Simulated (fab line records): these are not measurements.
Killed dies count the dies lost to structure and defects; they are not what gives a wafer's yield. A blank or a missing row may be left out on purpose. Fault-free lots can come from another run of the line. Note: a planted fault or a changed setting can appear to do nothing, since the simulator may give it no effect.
Matching of chambers / flow n5_finfet / N5_FIN_SAQP_PECVD_48 on pecvd-02: 3 sister chambers
The step deposits SiNx from SiH4/NH3/N2, target thk 25 nm, time 22.1 s. 3 wafers are shown with their chamber, then 8 later ones without.

WAFERS PAIRED WITH THEIR CHAMBERS
wafer=L084.6; chamber=2; throttle_valve_pct (%)=38.5
wafer=L089.6; chamber=0; throttle_valve_pct (%)=38.4
wafer=L092.1; chamber=1; throttle_valve_pct (%)=43.8

WAFERS WITHOUT THEIR CHAMBER
wafer=L092.4; throttle_valve_pct (%)=38.5
wafer=L092.6; throttle_valve_pct (%)=43.9
wafer=L094.1; throttle_valve_pct (%)=43.5
wafer=L094.2; throttle_valve_pct (%)=38.6
wafer=L094.5; throttle_valve_pct (%)=38.6
wafer=L097.2; throttle_valve_pct (%)=38.7
wafer=L097.3; throttle_valve_pct (%)=38.6
wafer=L097.6; throttle_valve_pct (%)=43.5

CHAMBER TAKEN BY EACH
wafer=L092.4; from the rows above=can't be placed: 2 or 0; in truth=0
wafer=L092.6; from the rows above=1; in truth=1
wafer=L094.1; from the rows above=1; in truth=1
wafer=L094.2; from the rows above=can't be placed: 2 or 0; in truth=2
wafer=L094.5; from the rows above=can't be placed: 2 or 0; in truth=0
wafer=L097.2; from the rows above=can't be placed: 2 or 0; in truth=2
wafer=L097.3; from the rows above=can't be placed: 2 or 0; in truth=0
wafer=L097.6; from the rows above=1; in truth=1
Correct placement for 3 of the 8. From these rows, 5 cannot be placed; in 5 the true chamber is one of the candidates. 0 placed wrongly.
How it was worked out, from the rows above alone: a wafer's distance from a chamber is the root of the sum, over the readings, of the square of ((its reading less the chamber's mean) divided by the reading's scatter). If the next closest chamber is less than 2 further off than the closest, the wafer can't be placed; otherwise it belongs to the closest. Each chamber's mean is taken over the wafers shown for it. The scatter (one wafer shown for each chamber): square how far every hidden wafer sits from the nearest shown wafer, average those squares and take the square root.
